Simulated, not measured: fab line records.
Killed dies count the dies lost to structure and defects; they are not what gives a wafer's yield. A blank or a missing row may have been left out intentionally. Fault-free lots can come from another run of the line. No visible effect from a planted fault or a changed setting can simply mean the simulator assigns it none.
Which of the tools did it?	flow nand harc	7 lots with 19 wafers sampled at 2 steps, on a route of 1159 steps

== WHAT THE GAUGES READ, wafer by wafer ==
NHARC_A_ONON_D1_THK_MEAS_30: measures by ellipsometry.
lot	measured	on	thk nm (nm)
L633	day 8 12:28	film metro-02	1007 1007 1007
L635	day 8 22:07	film metro-02	996 996 996
L639	day 9 20:39	film metro-02	990 992 990
L642	day 11 06:35	film metro-01	1011 629
L644	day 11 21:15	film metro-02	1005 623
L649	day 12 16:01	film metro-02	989 987 986
L653	day 13 05:59	film metro-02	997 996 996

== WHICH TOOL RAN EACH LOT (tool, then ch and the chambers of the sampled wafers, then the start) ==
lot	NHARC_A_ONON_D1_DEP_28
L633	pecvd onon-04 ch 0, day 8 11:58
L635	pecvd onon-03 ch 0, day 8 21:37
L639	pecvd onon-04 ch 0, day 9 20:11
L642	pecvd onon-03 ch 0, day 11 06:15
L644	pecvd onon-03 ch 0, day 11 20:55
L649	pecvd onon-02 ch 0, day 12 15:34
L653	pecvd onon-04 ch 0, day 13 05:32
- NHARC_A_ONON_D1_DEP_28: target thk 1000 nm.

== THE ANSWER, worked out from the rows above alone ==
Rule: the lots themselves supply what counts as usual. Put in order of their means at a reading, lots are off if they are a third of the lots or fewer, leave a main group of 4 or more, and stand apart from it by a gap of 3 or more times the standard deviation of the main group's means; of several such gaps the widest counts. If all means in a main group match to the digits the tables above print for the reading, that group is not used. Also off: a lot with no number at a reading for which 4 or more lots have one. Any other lot the step has rows for is counted as sound.
Off at NHARC_A_ONON_D1_THK_MEAS_30 (thk nm): L642, L644. The main group has a mean of 995 nm with a standard deviation of 6.7.
A tool fits if, at a process step before that reading, it ran every lot that is off, and no sound lot after the first of them. Those tools and the gauges at NHARC_A_ONON_D1_THK_MEAS_30 are tried in the same way. One fits: pecvd onon-03 at NHARC_A_ONON_D1_DEP_28. Its last sound lot is L635 (day 8 21:37), its first lot that is off L642 (day 11 06:15): a fault that began between those two fits.

== WHAT WAS PUT IN BY THE SIMULATOR ==
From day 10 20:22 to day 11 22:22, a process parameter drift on pecvd onon-03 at NHARC_A_ONON_D1_DEP_28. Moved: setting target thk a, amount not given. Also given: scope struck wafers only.
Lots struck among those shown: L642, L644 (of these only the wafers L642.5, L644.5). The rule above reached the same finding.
